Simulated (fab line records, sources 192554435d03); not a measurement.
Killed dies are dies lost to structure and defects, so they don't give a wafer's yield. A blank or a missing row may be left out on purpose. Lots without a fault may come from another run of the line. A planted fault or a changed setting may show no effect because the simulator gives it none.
A struck lot beside a sound one | flow n5_finfet | 15 steps out of a route of 1938
Sound: wafers L989.3, L989.5, L989.6. Struck: wafer L991.3. (L991.2, L991.6 of the same lot were not struck and are left out.) The cause comes at the end.
At each step with rows: each side's tool, then ch and its chambers, then its first start. Under that, the readings that differ: sound wafers | struck wafers | difference of the means | sigmas: that difference in standard deviations of wafers without a fault.
alike: readings whose means differ by less than 2 such deviations, and words and numbers that are the same on both sides. not compared: withheld readings, readings that some wafer has no value for, bounds like >300 that may hide the same value, and numbers for which the record gives no deviation and whose values overlap.
The two part at a step that has a row with sigmas, a row that says differs or no value, or rows on one side only. Numbers that don't overlap but have no deviation are shown without sigmas and don't part them. A reading that every wafer of one side lacks parts them only if that side has two wafers or more.

first, 7 steps without rows for these wafers: N5_BEOL_M10_COAT_60 (time 60 s, resist thk 30 nm); N5_BEOL_M10_COAT_05 (resist thk 90 nm); N5_BEOL_M10_EBR_07; N5_BEOL_M10_SOFTBAKE_06 (time 60 s); N5_BEOL_M10_EXPOSE_08 (exposes mask M10); N5_BEOL_M10_PEB_09 (peb time 60 s); N5_BEOL_M10_DEVELOP_10 (develop time 30 s).
N5_BEOL_M10_CD_MEAS_11: target cd 64.1 nm.
  sound on cd_sem-02 ch 0, day 11 05:44; struck on cd_sem-01 ch 0, day 11 17:41
  alike: cd_nm
N5_BEOL_M10_OVL_MEAS_12:
  sound on overlay-01 ch 0, day 11 05:46; struck on overlay-02 ch 0, day 11 17:43
  alike: M10_OVL
N5_BEOL_M10_INSPECT_13: inspects for defects (brightfield).
  sound on defect_inspect-01, day 11 05:47; struck on defect_inspect-02, day 11 17:44
  alike: raw_defect_count
N5_BEOL_M10_DESCUM_16: chemistry O2, time 7.9 s.
  sound on rie_diel-05 ch 0,1,3, day 11 05:52; struck on rie_diel-05 ch 3, day 11 17:54
  alike: drypump_motor_current_A, oes_product_au, rf_vpp_V, showerhead_plenum_p_Torr, throttle_valve_pct
  not compared: rf_hours_counter_h
N5_BEOL_M10_ETCH_61: etches SiARC in CF4, target depth 39 nm, time 65 s.
  sound on rie_diel-05 ch 0,1,3, day 11 05:54; struck on rie_diel-05 ch 3, day 11 17:56
  alike: drypump_motor_current_A, etch_rf_on_time_s, oes_product_au, rf_vpp_V, showerhead_plenum_p_Torr, throttle_valve_pct
  not compared: rf_hours_counter_h
N5_BEOL_M10_ETCH_62: etches SOC in N2/H2, target depth 110 nm, overetch 22 nm, time 165 s.
  sound on rie_diel-05 ch 0,1,3, day 11 05:57; struck on rie_diel-05 ch 3, day 11 17:59
  reading                                     | sound        | struck | difference | sigmas
  model.SiARC_of_BEOL_M10_COAT_60.thk_nm (nm) | 23.8 24 23.6 | 21     | -3         |
  alike: drypump_motor_current_A, oes_product_au, rf_vpp_V, showerhead_plenum_p_Torr, throttle_valve_pct
  not compared: rf_hours_counter_h
then, 1 step without rows for these wafers: N5_BEOL_M10_STRIP_68 (strips in N2/H2).
-- the record jumps here: 2 days lie between the struck wafers' starts before and after (it left off in module BEOL_M10 and takes up again in module PASSIVATION, whose first step shown is number 1936 of the route) --
N5_PASSIVATION_PROBE_49:
  sound on prober-02, day 13 10:24; struck on prober-01, day 14 02:27
  alike: defect_limited_yield, killed_at_M0_to_M3, killed_at_M4_up, killed_at_contacts, killed_at_front_end, killed_at_other, killed_dies, killed_on_rim, killed_open, killed_short, sort_bin_4_leakage, sort_bin_5_function, sort_bin_6_memory, sort_n_pass, sort_yield_pct

WHERE THEY PART
Nowhere in this record.

WHY: what the simulator had put in
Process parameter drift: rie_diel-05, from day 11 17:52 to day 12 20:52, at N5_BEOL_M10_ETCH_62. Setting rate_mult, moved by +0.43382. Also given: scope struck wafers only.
